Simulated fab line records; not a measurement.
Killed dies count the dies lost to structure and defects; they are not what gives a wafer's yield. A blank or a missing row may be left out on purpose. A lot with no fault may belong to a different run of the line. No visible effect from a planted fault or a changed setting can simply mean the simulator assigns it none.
Which tool is to blame? ; flow nand-harc ; 14 lots with 42 wafers sampled at 4 steps, on a route of 1302 steps

## WHAT EACH GAUGE READ, for each wafer
The record holds no reading of a measuring or inspecting step that can be judged against a usual standard deviation.

## EACH LOT AND THE TOOL THAT RAN IT (in order: tool; ch and the chambers of the sampled wafers; start)
lot;NHARC_THIN_TSV_DEGAS_53;NHARC_THIN_TSV_EXPOSE_30;NHARC_THIN_TSV_DESCUM_35;NHARC_THIN_TSV_ETCH_36
L587;pvd-sputter-03, day 24 06:38;krf-scanner-03 ch 0, day 24 07:30;rie-diel-12 ch 0,2,3, day 24 07:49;rie-metal-02 ch 0,1, day 24 08:13
L589;pvd-sputter-03, day 24 07:53;krf-scanner-02 ch 0, day 24 08:52;rie-diel-02 ch 0,1,3, day 24 09:13;rie-metal-03 ch 1, day 24 09:35
L592;pvd-sputter-01, day 25 17:28;krf-scanner-02 ch 0, day 25 18:27;rie-diel-02 ch 2,3, day 25 18:46;rie-metal-02 ch 0,1, day 25 19:09
L590;pvd-sputter-02, day 25 18:50;krf-scanner-03 ch 0, day 25 19:49;rie-diel-02 ch 1,2,3, day 25 20:08;rie-metal-03 ch 0, day 25 20:43
L594;pvd-sputter-03, day 27 12:56;krf-scanner-02, day 27 13:55;rie-diel-12 ch 0,1,3, day 27 14:14;rie-metal-01 ch 0,1, day 27 14:37
L596;pvd-sputter-01, day 27 20:07;krf-scanner-01, day 27 21:07;rie-diel-02 ch 2,3, day 27 21:26;rie-metal-01 ch 0,1, day 27 21:49
L602;pvd-sputter-02, day 29 13:45;krf-scanner-02 ch 0, day 29 14:43;rie-diel-10 ch 0,2,3, day 29 15:03;rie-metal-01 ch 0,1, day 29 15:26
L605;pvd-sputter-01, day 31 07:46;krf-scanner-02 ch 0, day 31 08:49;rie-diel-02 ch 0,2,3, day 31 09:08;rie-metal-02 ch 0,1, day 31 09:31
L604;pvd-sputter-03, day 31 08:50;krf-scanner-02 ch 0, day 31 09:40;rie-diel-12 ch 0,1, day 31 09:59;rie-metal-01 ch 0,1, day 31 10:22
L606;pvd-sputter-03, day 32 07:18;krf-scanner-02 ch 0, day 32 08:19;rie-diel-10 ch 1,2,3, day 32 08:39;rie-metal-03 ch 0,1, day 32 09:01
L610;pvd-sputter-03, day 33 01:01;krf-scanner-03 ch 0, day 33 02:00;rie-diel-02 ch 1,2,3, day 33 02:19;rie-metal-01 ch 0,1, day 33 02:42
L607;pvd-sputter-02, day 33 06:04;krf-scanner-01 ch 0, day 33 07:05;rie-diel-02 ch 0,2,3, day 33 07:26;rie-metal-03 ch 0,1, day 33 07:49
L608;pvd-sputter-01, day 33 07:52;krf-scanner-01 ch 0, day 33 08:42;rie-diel-02 ch 0,1,2, day 33 09:07;rie-metal-02 ch 0,1, day 33 09:31
L609;pvd-sputter-02, day 33 15:09;krf-scanner-03 ch 0, day 33 16:07;rie-diel-12 ch 2,3, day 33 16:26;rie-metal-01 ch 0,1, day 33 16:49
- NHARC_THIN_TSV_DEGAS_53: time 60 s.
- NHARC_THIN_TSV_EXPOSE_30: exposes mask PAD.
- NHARC_THIN_TSV_DESCUM_35: chemistry O2, time 3 s.
- NHARC_THIN_TSV_ETCH_36: etches the open film in Cl2/BCl3, target depth 65 nm, time 18.571 s.

## AS READ BY THE TOOLS THEMSELVES (means over the sampled wafers that have a number; for cases with no such wafer, the mark the record gives instead)
NHARC_THIN_TSV_DEGAS_53. Usual: heater-power-w reads 454 W (standard deviation 47).
lot;tool;heater-power-w (W);flag
L587;pvd-sputter-03;440;
L589;pvd-sputter-03;444;
L592;pvd-sputter-01;440;
L590;pvd-sputter-02;451;
L594;pvd-sputter-03;469;
L596;pvd-sputter-01;439;
L602;pvd-sputter-02;475;
L605;pvd-sputter-01;443;
L604;pvd-sputter-03;463;
L606;pvd-sputter-03;483;
L610;pvd-sputter-03;471;
L607;pvd-sputter-02;491;
L608;pvd-sputter-01;438;
L609;pvd-sputter-02;465;

NHARC_THIN_TSV_EXPOSE_30. Usual: exposure-dose-mJ-cm2 11.470, standard deviation 0.011; focus-offset-nm 0.1 nm, standard deviation 0.52.
lot;tool;exposure-dose-mJ-cm2;focus-offset-nm (nm);flag
L587;krf-scanner-03;11.475;-0.2;
L589;krf-scanner-02;11.460;0.3;
L592;krf-scanner-02;11.470;0.1;
L590;krf-scanner-03;11.474;0.9;
L594;krf-scanner-02;-;-;OFF
L596;krf-scanner-01;-;-;OFF
L602;krf-scanner-02;11.460;-0.0;
L605;krf-scanner-02;11.468;-0.2;
L604;krf-scanner-02;11.471;-0.5;
L606;krf-scanner-02;11.466;0.3;
L610;krf-scanner-03;11.478;0.4;
L607;krf-scanner-01;11.461;-0.1;
L608;krf-scanner-01;11.471;0.0;
L609;krf-scanner-03;11.465;-0.3;

NHARC_THIN_TSV_DESCUM_35. Usual: chamber-pressure-mTorr 60.00 mTorr, standard deviation 0.05; drypump-motor-current-A 5.7 A, standard deviation 0.48; oes-product-au 0.996 a.u., standard deviation 0.016; rf-vpp-V 57.7 V, standard deviation 0.78; showerhead-plenum-p-Torr 1.88 Torr, standard deviation 0.048; throttle-valve-pct 11.311 %, standard deviation 0.0089.
lot;tool;chamber-pressure-mTorr (mTorr);drypump-motor-current-A (A);oes-product-au (a.u.);rf-vpp-V (V);showerhead-plenum-p-Torr (Torr);throttle-valve-pct (%);flag
L587;rie-diel-12;59.98;6.0;1.003;58.2;1.88;11.298;
L589;rie-diel-02;59.98;5.8;0.995;57.5;1.93;11.317;
L592;rie-diel-02;60.05;5.6;0.986;57.8;1.90;11.314;
L590;rie-diel-02;60.05;5.8;0.987;57.3;1.93;11.305;
L594;rie-diel-12;60.02;5.8;0.995;56.9;1.85;11.317;
L596;rie-diel-02;59.97;5.5;1.001;58.3;1.90;11.308;
L602;rie-diel-10;59.95;5.6;0.990;56.9;1.84;11.315;
L605;rie-diel-02;59.97;5.6;0.996;57.7;1.90;11.308;
L604;rie-diel-12;59.99;5.4;1.002;57.6;1.82;11.310;
L606;rie-diel-10;59.99;5.8;0.983;57.6;1.82;11.309;
L610;rie-diel-02;60.01;5.8;1.003;58.5;1.92;11.312;
L607;rie-diel-02;59.98;5.6;1.006;57.9;1.89;11.321;
L608;rie-diel-02;60.00;5.7;0.994;57.6;1.91;11.305;
L609;rie-diel-12;59.97;6.0;1.004;57.6;1.88;11.308;

NHARC_THIN_TSV_ETCH_36. Usual: chamber-pressure-mTorr 10.001 mTorr, standard deviation 0.0091; drypump-motor-current-A 5.5 A, standard deviation 0.41; oes-product-au 1.003 a.u., standard deviation 0.0098.
lot;tool;chamber-pressure-mTorr (mTorr);drypump-motor-current-A (A);oes-product-au (a.u.);flag
L587;rie-metal-02;10.006;5.9;0.999;
L589;rie-metal-03;10.005;5.4;0.997;
L592;rie-metal-02;10.001;5.9;1.004;
L590;rie-metal-03;9.990;5.2;1.008;
L594;rie-metal-01;9.998;5.6;1.006;
L596;rie-metal-01;9.991;5.6;0.997;
L602;rie-metal-01;9.998;5.3;1.001;
L605;rie-metal-02;10.005;5.8;0.998;
L604;rie-metal-01;10.002;5.6;0.996;
L606;rie-metal-03;9.995;5.3;1.010;
L610;rie-metal-01;10.011;5.6;1.003;
L607;rie-metal-03;9.998;5.3;1.016;
L608;rie-metal-02;10.000;5.9;1.013;
L609;rie-metal-01;9.993;5.3;1.006;

## THE ANSWER, worked out from the rows above alone
Rule: a lot is off if the mean of its wafers that have a number lies more than 3 standard deviations from the usual mean. A lot without any number at a reading at which 4 lots or more have one is off too. Any other lot the step has rows for is counted as sound. First the gauges in route order, then the tools' own readings, where a lot's mean is used as printed above. The first step at which some lot is off is used, and at that step the reading that is off furthest; a lot without a number counts as furthest.
Off: L594, L596 (NHARC_THIN_TSV_EXPOSE_30, exposure-dose-mJ-cm2). Without a number there: L594, L596.
If a tool, at that step or one of the process steps before it, ran each lot that is off and ran no sound lot following the first of them, it fits. No candidate that was tried fits.

## WHAT WAS PUT IN BY THE SIMULATOR
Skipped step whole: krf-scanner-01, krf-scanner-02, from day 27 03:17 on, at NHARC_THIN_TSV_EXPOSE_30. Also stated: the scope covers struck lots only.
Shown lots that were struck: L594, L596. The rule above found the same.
